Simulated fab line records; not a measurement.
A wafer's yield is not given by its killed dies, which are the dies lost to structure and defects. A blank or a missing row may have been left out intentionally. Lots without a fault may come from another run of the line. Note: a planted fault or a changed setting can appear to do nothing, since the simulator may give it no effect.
fab line records	flow n5Finfet	part 1 of 2: steps 1 to 4 of 6
[record] lots = 21	wafers = 63	lastDay = 18
route steps=1938 shown BEOL_M5@1131 BEOL_M6@1197
lots that met no fault: from a run of the same line without faults
startH: hours from the record's first day to the start of the lot's first wafer shown	waitH: hours since the lot's step before	" identical to the entry in the row above	L1.1+2: several wafers, shown together as one row	- value missing, or start not given	* or withheld: withheld	< > ~ a bound
route shown NAME@n: names a module that has steps shown in the file, with the first one's number in the route	usual: mean and standard deviation over wafers with no fault	same: alike in all rows	chamber/n: place in a boat	sites: per-site readings	_std_site: standard deviation of those values	_edge_site: outer sites' mean less inner sites'	radiusMm: how far each site lies from the wafer's centre	mask NAME#n: copy n	behind: the tool/chamber that last shaped the wafer	hold: why the lot was held/for how many hours/how that ended	device: the transistor (n, p or np) that didn't switch	end of line: tests of these same wafers at the route's end	step lacking rows: just its recipe	killed: dies lost to structure and defects at the first sort, not the wafer's yield	map: the dies of a wafer, with x for killed, . for not killed, _ for no die there
set.NAME: the setting as run; set.NAME@STEP: as run at that earlier step	model.NAME: the simulator's own value behind a step, which no gauge read
one table for each step of the route and one row for each wafer, over a sample of lots
services: the hour from which a tool's chamber was out of use, counted from the record's first day as startH (under 0 if before that day), plus the number of hours and why
[[steps]]
[step N5_BEOL_M5_ETCH_61]
[recipe] chemistry = CF4	target = SiARC	targetDepthA = 156	maskMaterial = CAR-EUV	timeS = 26	ionEnergyEv = 80	pressureMtorr = 40	sourceW = 545	biasW = 36	Ar_flow_sccm = 100	cf4FlowSccm = 100	ends = cleared
[usual] drypumpMotorCurrentA = 5.8/0.3	etchRfOnTimeS = 25.8/0.72	mfcArSccm = 100.0/0.3	oesProductAu = 0.65/0.047	rfVppV = 183.9/1.1	showerheadPlenumPTorr = 2.14/0.071	throttleValvePct = 15.71/0.21
lot.wafer	tool	chamber	startH	waitH	drypumpMotorCurrentA	etchRfOnTimeS	mfcArSccm	oesProductAu	rfHoursCounterH	rfVppV	showerheadPlenumPTorr	throttleValvePct
L074.1	rieDiel-04	0	183.01	0.0	5.7	25.9	99.9	0.68	105	184.7	2.15	15.62
L074.4	"	2	"	"	6.0	26.0	100.0	0.60	214	182.9	2.04	15.79
L074.5	"	0	"	"	5.7	25.7	99.9	0.68	-	185.2	2.15	15.61
L075.3	rieDiel-01	1	186.96	0.0	5.9	25.6	99.9	0.62	195	184.4	2.05	15.82
L075.4	"	0	"	"	5.8	27.4	99.9	0.72	53	184.3	2.19	15.41
L075.6	"	0	"	"	5.8	27.1	99.6	0.71	-	183.8	2.19	15.39
L076.2	rieDiel-03	1	204.53	0.0	5.3	26.3	100.3	0.68	112	182.6	2.16	15.46
L076.3	"	0	"	"	5.7	25.8	99.6	0.74	51	184.5	2.26	15.73
L076.5	"	2	"	"	5.6	25.2	100.1	0.66	-	184.3	2.23	15.96
L078.1	rieDiel-04	2	204.67	0.0	6.1	25.8	99.9	0.60	221	183.2	2.04	15.79
L078.2	"	1	"	"	5.7	24.8	100.2	0.75	67	183.0	2.08	15.36
L078.6	"	1	"	"	5.7	25.0	99.5	0.75	-	182.9	2.08	15.34
L077.2	rieDiel-03	2	210.21	0.0	5.7	25.2	100.3	0.65	156	186.2	2.23	15.94
L077.3	"	0	"	"	5.7	25.7	100.3	0.74	52	186.3	2.25	15.72
L077.5	"	0	"	"	5.7	25.8	100.0	0.74	-	183.9	2.25	15.73
L079.1	rieDiel-04	2	210.25	0.0	6.1	26.2	100.5	0.59	223	182.8	2.04	15.81
L079.2	"	1	"	"	5.6	24.7	100.2	0.76	69	183.9	2.08	15.35
L079.5	"	0	"	"	5.7	25.6	99.7	0.68	-	184.3	2.15	15.66
L080.2	rieDiel-04	0	213.31	0.0	5.7	25.7	99.8	0.67	114	185.3	2.15	15.64
L080.3	"	3	"	"	5.0	26.3	99.5	0.66	130	183.3	2.15	15.32
L080.5	"	2	"	"	6.0	25.9	100.0	0.59	-	182.2	2.04	15.79
L081.2	rieDiel-04	2	218.20	0.0	6.0	26.1	100.2	0.59	225	184.3	2.04	15.81
L081.5	"	2	"	"	6.0	26.2	99.7	0.59	-	182.6	2.04	15.81
L081.6	"	1	"	"	5.7	24.9	100.5	0.74	-	184.5	2.08	15.35
L085.4	rieDiel-03	0	238.47	0.0	5.7	26.2	99.6	0.72	61	185.4	2.25	15.75
L085.5	"	1	"	"	5.3	26.4	100.2	0.67	-	185.0	2.15	15.45
L085.6	"	2	"	"	5.6	25.4	100.0	0.65	-	184.9	2.23	15.96
L084.2	rieDiel-03	3	238.70	0.0	5.9	25.4	99.8	0.60	233	185.1	2.13	15.93
L084.3	"	1	"	"	5.3	26.2	100.6	0.67	122	183.9	2.15	15.46
L084.4	"	0	"	"	5.7	26.5	100.1	0.72	61	184.1	2.25	15.76
L086.2	rieDiel-03	0	258.83	0.0	5.7	26.2	99.9	0.71	68	185.0	2.25	15.78
L086.4	"	3	"	"	5.9	25.4	99.6	0.60	240	183.5	2.13	15.94
L086.5	"	0	"	"	5.7	26.0	99.9	0.72	-	184.7	2.25	15.77
L087.2	rieDiel-01	1	259.71	0.0	5.9	25.2	99.7	0.61	216	182.5	2.05	15.86
L087.3	"	2	"	"	6.4	24.8	100.0	0.63	199	185.2	2.22	15.71
L087.6	"	2	"	"	6.3	24.7	100.8	0.63	-	184.9	2.22	15.70
L090.3	rieDiel-01	2	277.40	0.0	6.4	24.8	99.9	0.62	204	184.7	2.21	15.72
L090.4	"	1	"	"	5.9	25.6	99.9	0.60	222	181.8	2.04	15.87
L090.6	"	2	"	"	6.3	24.8	100.5	0.62	-	183.7	2.22	15.72
L089.3	rieDiel-04	2	280.93	0.0	6.1	26.2	99.9	0.58	244	182.9	2.03	15.84
L089.4	"	0	"	"	5.7	25.9	100.0	0.66	135	184.2	2.14	15.70
L089.5	"	3	"	"	5.0	26.1	99.4	0.65	-	185.0	2.14	15.36
L092.1	rieDiel-03	1	285.52	0.0	5.3	26.3	99.1	0.66	136	185.6	2.15	15.50
L092.4	"	0	"	"	5.7	26.0	99.8	0.70	76	184.8	2.25	15.77
L092.6	"	2	"	"	5.6	25.5	100.1	0.64	-	185.1	2.22	15.98
L091.2	rieDiel-01	3	286.91	0.0	5.7	26.6	100.6	0.62	171	183.1	2.05	15.84
L091.4	"	0	"	"	5.8	27.3	99.5	0.69	83	183.7	2.18	15.44
L091.5	"	3	"	"	5.7	27.1	100.2	0.63	-	182.7	2.05	15.84
L093.1	rieDiel-03	2	288.24	0.0	5.6	25.8	100.0	0.63	179	183.7	2.22	16.00
L093.2	"	3	"	"	5.9	25.6	100.0	0.59	249	183.0	2.13	15.95
L093.6	"	2	"	"	5.7	25.8	100.0	0.64	-	185.6	2.22	15.97
L094.2	rieDiel-01	2	291.60	0.0	6.3	24.9	100.2	0.61	209	186.3	2.21	15.72
L094.3	"	0	"	"	5.8	27.1	100.1	0.68	84	184.3	2.18	15.46
L094.6	"	1	"	"	5.9	25.7	100.5	0.60	-	182.8	2.04	15.88
L096.1	rieDiel-01	1	312.19	0.0	5.9	25.8	100.4	0.60	232	182.1	2.04	15.88
L096.2	"	3	"	"	5.7	26.8	99.7	0.62	179	183.0	2.05	15.88
L096.5	"	3	"	"	5.7	26.9	100.0	0.62	-	181.1	2.05	15.86
L095.1	rieDiel-03	1	312.39	0.0	5.3	26.4	99.5	0.65	147	184.2	2.15	15.50
L095.3	"	0	"	"	5.7	26.5	99.5	0.70	87	185.2	2.24	15.79
L095.5	"	1	"	"	5.3	26.3	99.7	0.65	-	185.2	2.15	15.52
L097.1	rieDiel-01	3	315.36	0.0	5.7	26.4	100.2	0.62	180	181.2	2.05	15.87
L097.2	"	0	"	"	5.8	27.3	99.4	0.67	93	184.3	2.18	15.48
L097.4	"	2	"	"	6.3	24.8	99.8	0.62	216	183.3	2.21	15.76
[step N5_BEOL_M5_STRIP_64]
[recipe] chemistry = CF4	resist = SiARC	powerW = 300	biasPowerW = 75	pressureMtorr = 50	cf4FlowSccm = 150	rfFrequencyHz = 6e+07
[usual] biasPowerW = 75.01/0.23	drypumpMotorCurrentA = 5.76/0.3	oesProductAu = 0.75/0.055	rfVppV = 271.0/1.5	showerheadPlenumPTorr = 1.79/0.056	throttleValvePct = 13.67/0.21
lot.wafer	tool	chamber	startH	waitH	biasPowerW	drypumpMotorCurrentA	oesProductAu	rfHoursCounterH	rfVppV	showerheadPlenumPTorr	throttleValvePct
L074.1	rieDiel-04	0	183.16	0.0	74.91	5.73	0.79	105	271.6	1.82	13.66
L074.4	"	2	"	"	74.64	6.01	0.70	214	270.1	1.72	13.83
L074.5	"	0	"	"	75.08	5.71	0.78	-	271.7	1.82	13.65
L075.3	rieDiel-01	1	187.12	0.0	74.76	5.91	0.72	195	269.2	1.72	13.79
L075.4	"	0	"	"	74.82	5.77	0.84	53	272.3	1.84	13.36
L075.6	"	0	"	"	75.13	5.76	0.84	-	270.8	1.84	13.35
L076.2	rieDiel-03	1	204.69	0.0	75.26	5.35	0.80	112	269.8	1.79	13.34
L076.3	"	0	"	"	75.33	5.72	0.85	51	273.7	1.89	13.68
L076.5	"	2	"	"	74.97	5.62	0.75	-	272.1	1.85	13.84
L078.1	rieDiel-04	2	204.82	0.0	75.14	6.07	0.69	221	269.3	1.72	13.85
L078.2	"	1	"	"	75.02	5.65	0.85	68	269.7	1.74	13.30
L078.6	"	1	"	"	74.98	5.66	0.85	-	268.8	1.74	13.31
L077.2	rieDiel-03	2	210.36	0.0	75.28	5.64	0.75	156	272.9	1.85	13.83
L077.3	"	0	"	"	75.26	5.72	0.85	52	272.6	1.89	13.65
L077.5	"	0	"	"	74.93	5.76	0.84	-	273.7	1.89	13.68
L079.1	rieDiel-04	2	210.40	0.0	75.00	6.05	0.69	223	268.1	1.72	13.86
L079.2	"	1	"	"	75.17	5.66	0.85	69	268.9	1.74	13.32
L079.5	"	0	"	"	74.61	5.71	0.78	-	271.3	1.81	13.67
L080.2	rieDiel-04	0	213.46	0.0	74.94	5.73	0.78	114	269.8	1.81	13.65
L080.3	"	3	"	"	74.67	5.04	0.77	130	270.8	1.81	13.37
L080.5	"	2	"	"	75.41	6.05	0.69	-	269.5	1.72	13.84
L081.2	rieDiel-04	2	218.35	0.0	75.02	6.03	0.68	225	270.4	1.72	13.87
L081.5	"	2	"	"	74.95	6.05	0.69	-	268.9	1.72	13.85
L081.6	"	1	"	"	75.31	5.65	0.84	-	270.8	1.74	13.31
L085.4	rieDiel-03	0	238.63	0.0	74.98	5.70	0.84	61	274.3	1.89	13.68
L085.5	"	1	"	"	75.22	5.31	0.78	-	270.0	1.78	13.37
L085.6	"	2	"	"	75.29	5.63	0.74	-	273.2	1.84	13.85
L084.2	rieDiel-03	3	238.86	0.0	75.51	5.89	0.69	233	270.3	1.79	13.93
L084.3	"	1	"	"	75.12	5.34	0.78	122	270.5	1.78	13.36
L084.4	"	0	"	"	74.76	5.74	0.84	61	273.6	1.89	13.68
L086.2	rieDiel-03	0	258.99	0.0	74.65	5.69	0.83	68	273.9	1.88	13.70
L086.4	"	3	"	"	75.05	5.89	0.69	240	270.6	1.79	13.92
L086.5	"	0	"	"	74.51	5.74	0.83	-	272.6	1.88	13.71
L087.2	rieDiel-01	1	259.86	0.0	75.54	5.92	0.70	216	269.9	1.71	13.85
L087.3	"	2	"	"	75.29	6.35	0.70	199	271.8	1.85	13.69
L087.6	"	2	"	"	74.91	6.31	0.71	-	272.3	1.85	13.68
L090.3	rieDiel-01	2	277.55	0.0	75.09	6.36	0.70	205	271.9	1.85	13.67
L090.4	"	1	"	"	75.14	5.90	0.69	222	268.9	1.71	13.82
L090.6	"	2	"	"	75.27	6.30	0.70	-	272.7	1.85	13.69
L089.3	rieDiel-04	2	281.09	0.0	75.23	6.01	0.68	244	269.3	1.71	13.90
L089.4	"	0	"	"	74.68	5.73	0.75	135	271.6	1.81	13.72
L089.5	"	3	"	"	74.80	5.06	0.76	-	269.9	1.80	13.41
L092.1	rieDiel-03	1	285.67	0.0	74.60	5.31	0.77	136	271.1	1.78	13.39
L092.4	"	0	"	"	75.32	5.72	0.83	76	273.9	1.88	13.72
L092.6	"	2	"	"	74.93	5.64	0.73	-	273.8	1.84	13.90
L091.2	rieDiel-01	3	287.07	0.0	74.73	5.69	0.73	171	268.5	1.72	13.81
L091.4	"	0	"	"	74.95	5.77	0.80	83	270.9	1.83	13.44
L091.5	"	3	"	"	74.73	5.70	0.74	-	269.7	1.72	13.83
L093.1	rieDiel-03	2	288.39	0.0	74.76	5.62	0.73	179	272.7	1.84	13.89
L093.2	"	3	"	"	74.58	5.86	0.67	249	272.0	1.78	13.96
L093.6	"	2	"	"	74.92	5.62	0.73	-	271.7	1.84	13.91
L094.2	rieDiel-01	2	291.76	0.0	75.09	6.36	0.70	209	271.6	1.85	13.70
L094.3	"	0	"	"	74.92	5.79	0.80	84	271.3	1.83	13.44
L094.6	"	1	"	"	74.91	5.92	0.69	-	269.6	1.71	13.86
L096.1	rieDiel-01	1	312.35	0.0	74.71	5.92	0.70	232	269.0	1.71	13.88
L096.2	"	3	"	"	74.65	5.70	0.73	179	269.4	1.72	13.83
L096.5	"	3	"	"	74.95	5.68	0.73	-	270.6	1.72	13.83
L095.1	rieDiel-03	1	312.55	0.0	75.33	5.36	0.77	147	270.9	1.78	13.41
L095.3	"	0	"	"	75.41	5.75	0.81	87	272.9	1.88	13.75
L095.5	"	1	"	"	74.94	5.36	0.76	-	270.6	1.78	13.42
L097.1	rieDiel-01	3	317.45	0.0	75.08	5.69	0.73	180	270.9	1.72	13.84
L097.2	"	0	"	"	74.81	5.76	0.80	93	273.8	1.83	13.48
L097.4	"	2	"	"	74.67	6.32	0.70	216	273.1	1.84	13.71
[step N5_BEOL_M5_STRIP_36]
[recipe] chemistry = N2/H2	powerW = 450	tempC = 40	pressureMtorr = 20	rfFrequencyHz = 6e+07	overashFraction = 0.3	biasPowerW = 7	h2Frac = 0.5	n2FlowSccm = 200	h2FlowSccm = 200
[usual] biasPowerW = 7.000/0.022	drypumpMotorCurrentA = 5.7/0.32	oesProductAu = 0.76/0.051	rfVppV = 59.2/1.4	showerheadPlenumPTorr = 2.54/0.084	throttleValvePct = 23.7/0.33
lot.wafer	tool	chamber	startH	waitH	biasPowerW	drypumpMotorCurrentA	oesProductAu	rfHoursCounterH	rfVppV	showerheadPlenumPTorr	throttleValvePct
L074.1	rieDiel-04	3	186.07	0.0	6.984	5.0	0.77	123	58.4	2.56	23.1
L074.4	"	0	"	"	7.002	5.7	0.81	106	59.6	2.53	23.4
L074.5	"	2	"	"	6.969	6.0	0.72	-	59.4	2.42	23.8
L075.3	rieDiel-03	0	189.93	0.0	6.997	5.8	0.85	47	59.9	2.69	24.0
L075.4	"	3	"	"	7.014	6.0	0.70	218	61.3	2.52	23.8
L075.6	"	2	"	"	6.986	5.6	0.74	-	58.5	2.63	23.7
L078.1	rieDiel-01	3	206.23	0.0	6.999	5.7	0.76	148	55.9	2.43	23.8
L078.2	"	1	"	"	7.006	5.9	0.73	200	60.3	2.44	24.2
L078.6	"	0	"	"	6.984	5.8	0.82	-	60.2	2.59	23.4
L076.2	rieDiel-04	3	206.38	0.0	6.991	5.0	0.77	128	59.2	2.56	23.1
L076.3	"	0	"	"	6.979	5.7	0.79	111	60.0	2.53	23.4
L076.5	"	1	"	"	7.035	5.7	0.87	-	57.9	2.46	23.2
L079.1	rieDiel-01	0	212.63	0.0	6.986	5.8	0.83	59	58.6	2.59	23.4
L079.2	"	2	"	"	6.995	6.3	0.73	185	59.0	2.62	23.7
L079.5	"	2	"	"	7.010	6.3	0.73	-	58.2	2.62	23.7
L077.2	rieDiel-01	0	213.12	0.0	7.023	5.8	0.82	59	60.5	2.59	23.4
L077.3	"	2	"	"	7.006	6.3	0.72	185	61.9	2.62	23.7
L077.5	"	2	"	"	6.993	6.3	0.74	-	58.9	2.62	23.7
L080.2	rieDiel-01	3	219.07	0.0	7.014	5.7	0.75	151	60.5	2.43	23.8
L080.3	"	0	"	"	7.006	5.8	0.82	61	58.3	2.59	23.4
L080.5	"	1	"	"	6.981	5.9	0.73	-	57.5	2.44	24.3
L081.2	rieDiel-04	3	219.36	0.0	7.019	5.0	0.77	132	59.7	2.55	23.1
L081.5	"	0	"	"	6.994	5.7	0.79	-	60.4	2.53	23.4
L081.6	"	3	"	"	6.997	5.0	0.76	-	60.1	2.55	23.1
L085.4	rieDiel-01	3	243.13	0.0	6.987	5.7	0.74	157	58.0	2.43	23.8
L085.5	"	0	"	"	6.989	5.8	0.81	-	59.7	2.58	23.4
L085.6	"	1	"	"	7.003	5.9	0.71	-	58.4	2.43	24.3
L084.2	rieDiel-03	2	243.29	0.0	6.986	5.6	0.75	166	58.4	2.62	23.7
L084.3	"	1	"	"	6.960	5.3	0.80	123	59.4	2.54	23.3
L084.4	"	0	"	"	7.026	5.7	0.83	62	59.6	2.68	24.0
L087.2	rieDiel-01	3	261.42	0.0	6.954	5.7	0.75	163	55.8	2.42	23.8
L087.3	"	0	"	"	7.023	5.8	0.81	75	57.6	2.58	23.4
L087.6	"	3	"	"	6.964	5.7	0.75	-	57.3	2.42	23.8
L086.2	rieDiel-03	0	261.83	0.0	6.991	5.7	0.83	69	57.9	2.68	24.0
L086.4	"	3	"	"	7.011	5.9	0.68	240	58.5	2.51	23.9
L086.5	"	1	"	"	7.015	5.4	0.79	-	58.5	2.53	23.3
L090.3	rieDiel-03	0	279.93	0.0	7.020	5.8	0.82	74	60.8	2.68	24.0
L090.4	"	1	"	"	7.013	5.4	0.79	134	58.3	2.53	23.3
L090.6	"	1	"	"	7.039	5.4	0.79	-	56.1	2.53	23.3
L089.3	rieDiel-03	1	285.92	0.0	7.020	5.3	0.80	136	60.9	2.53	23.3
L089.4	"	0	"	"	6.989	5.8	0.82	76	59.9	2.68	24.0
L089.5	"	3	"	"	6.990	5.9	0.69	-	58.8	2.51	23.9
L092.1	rieDiel-03	1	286.81	0.0	6.983	5.3	0.79	136	58.5	2.53	23.3
L092.4	"	2	"	"	7.013	5.7	0.72	179	59.5	2.62	23.8
L092.6	"	0	"	"	6.982	5.7	0.81	-	60.6	2.68	24.0
L093.1	rieDiel-03	3	289.99	0.0	7.021	5.9	0.66	249	58.0	2.51	23.9
L093.2	"	1	"	"	6.978	5.4	0.77	137	59.1	2.53	23.3
L093.6	"	1	"	"	6.970	5.3	0.78	-	57.3	2.53	23.3
L091.2	rieDiel-01	0	290.16	0.0	7.010	5.8	0.79	84	59.0	2.58	23.4
L091.4	"	1	"	"	6.985	5.9	0.70	226	59.6	2.43	24.3
L091.5	"	2	"	"	6.992	6.3	0.70	-	63.3	2.61	23.7
L094.2	rieDiel-04	2	294.13	0.0	7.028	6.1	0.67	249	57.7	2.41	23.8
L094.3	"	3	"	"	6.984	5.0	0.74	156	58.8	2.54	23.2
L094.6	"	1	"	"	7.023	5.7	0.82	-	58.3	2.44	23.2
L096.1	rieDiel-03	2	313.41	0.0	6.974	5.7	0.71	190	58.4	2.61	23.8
L096.2	"	1	"	"	6.976	5.4	0.77	147	60.7	2.53	23.3
L096.5	"	2	"	"	6.979	5.6	0.72	-	61.0	2.61	23.7
L095.1	rieDiel-01	0	313.52	0.0	7.033	5.8	0.78	92	58.1	2.57	23.4
L095.3	"	1	"	"	7.023	5.9	0.70	233	58.0	2.42	24.3
L095.5	"	2	"	"	7.005	6.3	0.70	-	59.8	2.61	23.7
L097.1	rieDiel-04	0	318.74	0.0	7.032	5.7	0.76	148	58.5	2.52	23.4
L097.2	"	1	"	"	7.009	5.7	0.82	107	56.5	2.44	23.2
L097.4	"	3	"	"	6.977	5.0	0.74	-	59.0	2.54	23.2
[step N5_BEOL_M5_OCD_MEAS_38]
[usual] trenchDepthNm = 71.7/1.6
lot.wafer	tool	chamber	startH	waitH	trenchDepthNm
L074.1	ocd-02	-	186.26	-	70.5
L074.4	"	-	"	"	71.2
L074.5	"	-	"	"	71.6
L075.3	ocd-02	-	190.13	-	73.6
L075.4	"	-	"	"	71.8
L075.6	"	-	"	"	73.7
L078.1	ocd-02	-	206.42	-	69.7
L078.2	"	-	"	"	74.8
L078.6	"	-	"	"	69.6
L076.2	ocd-02	-	206.57	-	71.3
L076.3	"	-	"	"	71.0
L076.5	"	-	"	"	73.1
L079.1	ocd-01	-	212.82	-	69.5
L079.2	"	-	"	"	75.3
L079.5	"	-	"	"	74.0
L077.2	ocd-02	-	213.32	-	68.7
L077.3	"	-	"	"	74.4
L077.5	"	-	"	"	73.4
L080.2	ocd-01	-	219.26	-	69.0
L080.3	"	-	"	"	68.9
L080.5	"	-	"	"	74.3
L081.2	ocd-02	-	219.56	-	72.1
L081.5	"	-	"	"	71.4
L081.6	"	-	"	"	72.0
L085.4	ocd-02	-	243.32	-	68.6
L085.5	"	-	"	"	69.9
L085.6	"	-	"	"	73.9
L084.2	ocd-01	-	243.49	-	73.4
L084.3	"	-	"	"	71.1
L084.4	"	-	"	"	71.6
L087.2	ocd-01	-	261.62	-	69.8
L087.3	"	-	"	"	70.2
L087.6	"	-	"	"	69.5
L086.2	ocd-02	-	262.03	-	71.4
L086.4	"	-	"	"	71.1
L086.5	"	-	"	"	71.1
L090.3	ocd-01	-	280.13	-	71.0
L090.4	"	-	"	"	71.6
L090.6	"	-	"	"	71.9
L089.3	ocd-01	-	286.11	-	70.7
L089.4	"	-	"	"	71.0
L089.5	"	-	"	"	69.7
L092.1	ocd-01	-	287.00	-	71.8
L092.4	"	-	"	"	72.5
L092.6	"	-	"	"	71.8
L093.1	ocd-02	-	290.18	-	70.6
L093.2	"	-	"	"	71.2
L093.6	"	-	"	"	70.9
L091.2	ocd-01	-	290.36	-	71.1
L091.4	"	-	"	"	73.1
L091.5	"	-	"	"	72.8
L094.2	ocd-01	-	294.32	-	69.7
L094.3	"	-	"	"	71.2
L094.6	"	-	"	"	73.4
L096.1	ocd-02	-	313.60	-	71.3
L096.2	"	-	"	"	70.6
L096.5	"	-	"	"	71.3
L095.1	ocd-02	-	313.71	-	68.6
L095.3	"	-	"	"	72.9
L095.5	"	-	"	"	73.4
L097.1	ocd-01	-	318.93	-	70.8
L097.2	"	-	"	"	72.9
L097.4	"	-	"	"	71.0
